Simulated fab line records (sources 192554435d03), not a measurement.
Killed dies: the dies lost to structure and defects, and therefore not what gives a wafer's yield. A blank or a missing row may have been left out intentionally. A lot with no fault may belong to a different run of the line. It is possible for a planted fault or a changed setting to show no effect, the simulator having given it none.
Split-lot study / flow n5Finfet / 21 wafers read across 7 lots, on a route 1938 steps long

== SPLIT DETAILS ==
At N5_BEOL_M14_DEP_53 (deposits SiCN from 3MS/NH3, target thk 50 nm, time 17.8 s), the setting timeS was moved away from the recipe's 17.8 s on 7 of the 21 wafers read, by -14.3% to +9.9%. The other wafers ran this setting at the recipe's value.

Reading taken at the split's own step.

== THE READING ==
SiCN_of_BEOL_M14_DEP_53.thkNm (the simulator's own value, which no gauge read), in nm, at N5_BEOL_M14_DEP_53 (deposits SiCN from 3MS/NH3, target thk 50 nm, time 17.8 s). No usual value for it is given in the file. Average 50.4 nm, standard deviation 0.59 nm, over the 14 wafers here run with the recipe.

wafer=L080.1; tool, chamber at the split=pecvd-04, 2; timeS as run, s=17.8; against the recipe=recipe; SiCN_of_BEOL_M14_DEP_53.thkNm, nm=50.2; against lot-mates on the recipe=-
wafer=L080.2; tool, chamber at the split=pecvd-04, 1; timeS as run, s=17.8; against the recipe=recipe; SiCN_of_BEOL_M14_DEP_53.thkNm, nm=49.8; against lot-mates on the recipe=-
wafer=L080.3; tool, chamber at the split=pecvd-04, 0; timeS as run, s=19.57; against the recipe=+9.9%; SiCN_of_BEOL_M14_DEP_53.thkNm, nm=55.2; against lot-mates on the recipe=+5.2
wafer=L081.2; tool, chamber at the split=pecvd-01, 0; timeS as run, s=15.26; against the recipe=-14.3%; SiCN_of_BEOL_M14_DEP_53.thkNm, nm=41.6; against lot-mates on the recipe=-9.2
wafer=L081.5; tool, chamber at the split=pecvd-01, 1; timeS as run, s=15.26; against the recipe=-14.3%; SiCN_of_BEOL_M14_DEP_53.thkNm, nm=43.4; against lot-mates on the recipe=-7.4
wafer=L081.6; tool, chamber at the split=pecvd-01, 2; timeS as run, s=17.8; against the recipe=recipe; SiCN_of_BEOL_M14_DEP_53.thkNm, nm=50.8; against lot-mates on the recipe=-
wafer=L084.1; tool, chamber at the split=pecvd-01, 1; timeS as run, s=17.8; against the recipe=recipe; SiCN_of_BEOL_M14_DEP_53.thkNm, nm=49.6; against lot-mates on the recipe=-
wafer=L084.4; tool, chamber at the split=pecvd-01, 2; timeS as run, s=17.8; against the recipe=recipe; SiCN_of_BEOL_M14_DEP_53.thkNm, nm=51.4; against lot-mates on the recipe=-
wafer=L084.6; tool, chamber at the split=pecvd-01, 1; timeS as run, s=17.8; against the recipe=recipe; SiCN_of_BEOL_M14_DEP_53.thkNm, nm=50.8; against lot-mates on the recipe=-
wafer=L083.4; tool, chamber at the split=pecvd-01, 0; timeS as run, s=17.8; against the recipe=recipe; SiCN_of_BEOL_M14_DEP_53.thkNm, nm=50.2; against lot-mates on the recipe=-
wafer=L083.5; tool, chamber at the split=pecvd-01, 2; timeS as run, s=17.8; against the recipe=recipe; SiCN_of_BEOL_M14_DEP_53.thkNm, nm=51.6; against lot-mates on the recipe=-
wafer=L083.6; tool, chamber at the split=pecvd-01, 1; timeS as run, s=17.8; against the recipe=recipe; SiCN_of_BEOL_M14_DEP_53.thkNm, nm=50.8; against lot-mates on the recipe=-
wafer=L086.1; tool, chamber at the split=pecvd-01, 2; timeS as run, s=17.8; against the recipe=recipe; SiCN_of_BEOL_M14_DEP_53.thkNm, nm=50.2; against lot-mates on the recipe=-
wafer=L086.3; tool, chamber at the split=pecvd-01, 1; timeS as run, s=17.04; against the recipe=-4.3%; SiCN_of_BEOL_M14_DEP_53.thkNm, nm=47.8; against lot-mates on the recipe=-2.4
wafer=L086.5; tool, chamber at the split=pecvd-01, 2; timeS as run, s=17.04; against the recipe=-4.3%; SiCN_of_BEOL_M14_DEP_53.thkNm, nm=48.4; against lot-mates on the recipe=-1.8
wafer=L093.2; tool, chamber at the split=pecvd-03, 1; timeS as run, s=17.8; against the recipe=recipe; SiCN_of_BEOL_M14_DEP_53.thkNm, nm=50.2; against lot-mates on the recipe=-
wafer=L093.3; tool, chamber at the split=pecvd-03, 0; timeS as run, s=15.52; against the recipe=-12.8%; SiCN_of_BEOL_M14_DEP_53.thkNm, nm=44.6; against lot-mates on the recipe=-5.6
wafer=L093.5; tool, chamber at the split=pecvd-03, 1; timeS as run, s=15.52; against the recipe=-12.8%; SiCN_of_BEOL_M14_DEP_53.thkNm, nm=44.2; against lot-mates on the recipe=-6.0
wafer=L095.3; tool, chamber at the split=pecvd-01, 0,1; timeS as run, s=17.8; against the recipe=recipe; SiCN_of_BEOL_M14_DEP_53.thkNm, nm=49.8; against lot-mates on the recipe=-
wafer=L095.4; tool, chamber at the split=pecvd-01, 0,1; timeS as run, s=17.8; against the recipe=recipe; SiCN_of_BEOL_M14_DEP_53.thkNm, nm=49.8; against lot-mates on the recipe=-
wafer=L095.6; tool, chamber at the split=pecvd-01, 0; timeS as run, s=17.8; against the recipe=recipe; SiCN_of_BEOL_M14_DEP_53.thkNm, nm=50.4; against lot-mates on the recipe=-
Where a row lists several chambers, the file gives one row for several wafers and doesn't say which wafer went through which chamber.

FIT RESULTS
A straight line over all 21 wafers: SiCN_of_BEOL_M14_DEP_53.thkNm changes by +0.511 nm for each +1% of timeS; r = +0.98; the points scatter about the line by 0.65 nm.
The same after taking each lot's own level away (the mean of its wafers on the recipe; 21 wafers): +0.524 nm for each +1%; r = +0.98; scatter 0.65 nm.
On that fit, the largest move of timeS shifts the reading by 7.5 nm.
Measured against the standard deviation above, the lots' own levels, which go from 50.00 to 50.87 nm, span 1.5 times it.
The two slopes agree, so the slope changes little with the lot-to-lot level.
Check: -6.92 nm against its lot-mates is what the line predicts for one of the wafers moved furthest among these (-14.3%) when that wafer is left out of the fit. It came out at -9.2 nm against them.

== THESE WAFERS: OTHER SPLITS ==
These wafers also went through other splits before the reading. Each is held against what the fit with the lots' levels taken away leaves over:
other split on the same wafers=N5_BEOL_M12_STRIP_63 h2FlowSccm; wafers away from the commonest value=5; r with SiCN_of_BEOL_M14_DEP_53.thkNm (lot level and that fit taken away)=-0.23
other split on the same wafers=N5_BEOL_M12_ETCH_68 timeS; wafers away from the commonest value=7; r with SiCN_of_BEOL_M14_DEP_53.thkNm (lot level and that fit taken away)=-0.03
other split on the same wafers=N5_BEOL_M12_SPUTTER_44 timeS; wafers away from the commonest value=4; r with SiCN_of_BEOL_M14_DEP_53.thkNm (lot level and that fit taken away)=-0.05
other split on the same wafers=N5_BEOL_M13_SPUTTER_44 powerW; wafers away from the commonest value=8; r with SiCN_of_BEOL_M14_DEP_53.thkNm (lot level and that fit taken away)=+0.34

== THE FILE'S OWN FIT ==
SiCN_of_BEOL_M14_DEP_53.thkNm changes by +0.523 nm for each +1% of timeS, r = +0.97.
